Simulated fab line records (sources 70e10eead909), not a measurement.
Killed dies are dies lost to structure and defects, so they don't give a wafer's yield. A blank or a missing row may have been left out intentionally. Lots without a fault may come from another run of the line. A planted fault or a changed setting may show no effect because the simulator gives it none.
The same fault as seen by 2 desks :: flow nandHarc :: each desk holds nothing but its own numbers, with what lay behind them at the end

== FOR THE TOOL OWNER'S DESK: rieDiel-13 ==
The tool's own readings at NHARC_A_CONTACT_ETCH_30 (etches the open film in CF4/CHF3, target depth 60.5 nm, time 30.2 s): means of the sampled wafers that have a number, for each lot that ran on this tool. Marked OUT: a lot whose mean sits more than 4 standard deviations from the usual mean, which makes it out of limits; the brackets give that distance.
Columns: A = biasW at NHARC_A_CONTACT_ETCH_30, usual 200.0 W; B = drypumpMotorCurrentA at NHARC_A_CONTACT_ETCH_30, usual 5.7 A; C = oesProductAu at NHARC_A_CONTACT_ETCH_30, usual 0.931 a.u.; D = rfVppV at NHARC_A_CONTACT_ETCH_30, usual 371.7 V; E = showerheadPlenumPTorr at NHARC_A_CONTACT_ETCH_30, usual 1.61 Torr; F = throttleValvePct at NHARC_A_CONTACT_ETCH_30, usual 16.802 %
lot: L354
first seen here: day 16 20:46
A: 200.5
B: 5.6
C: 0.924
D: 370.8
E: 1.56
F: 16.807

lot: L358
first seen here: day 18 06:18
A: 199.5
B: 5.6
C: 0.935
D: 370.0
E: 1.55
F: 16.794

lot: L361
first seen here: day 19 06:26
A: 199.9
B: 5.8
C: 0.909
D: 371.9
E: 1.61
F: 16.786

lot: L368
first seen here: day 20 11:43
A: 200.7
B: 6.0
C: 0.950
D: 372.7
E: 1.64
F: 16.810

lot: L374
first seen here: day 22 06:29
A: 199.8
B: 5.8
C: 0.916
D: 370.0
E: 1.54
F: 16.795
Result from this desk: across the 5 lots, nothing is out of limits.

== THE METROLOGY DESK ==
Lot by lot, what the gauges showed, no matter which tool ran the lot: averages of those sampled wafers that carry a number. Marked OUT: a lot whose mean sits more than 4 standard deviations from the usual mean, which makes it out of limits; the brackets give that distance.
Columns: A = cdNm at NHARC_A_BONDPAD_CD_MEAS_13, usual 500.8 nm
lot: L354
first seen here: day 17 17:22
A: 504.5

lot: L355
first seen here: day 18 03:42
A: 501.4

lot: L357
first seen here: day 18 13:43
A: 499.6

lot: L358
first seen here: day 19 06:48
A: 498.5

lot: L360
first seen here: day 19 14:37
A: 503.8

lot: L361
first seen here: day 20 02:46
A: 499.3

lot: L364
first seen here: day 20 03:47
A: 499.7

lot: L363
first seen here: day 20 05:17
A: 498.8

lot: L366
first seen here: day 20 16:25
A: 498.3

lot: L365
first seen here: day 21 21:39
A: 499.2

lot: L368
first seen here: day 21 22:20
A: 502.2

lot: L374
first seen here: day 23 01:27
A: 501.1

lot: L377
first seen here: day 23 17:35
A: 504.0
Result from this desk: across the 13 lots, nothing is out of limits.

== ALL TOGETHER ==
Nothing out of limits was seen by the tool owner's desk.
The metrology desk saw nothing out of limits.

== WHAT THE SIMULATOR HAD INSERTED ==
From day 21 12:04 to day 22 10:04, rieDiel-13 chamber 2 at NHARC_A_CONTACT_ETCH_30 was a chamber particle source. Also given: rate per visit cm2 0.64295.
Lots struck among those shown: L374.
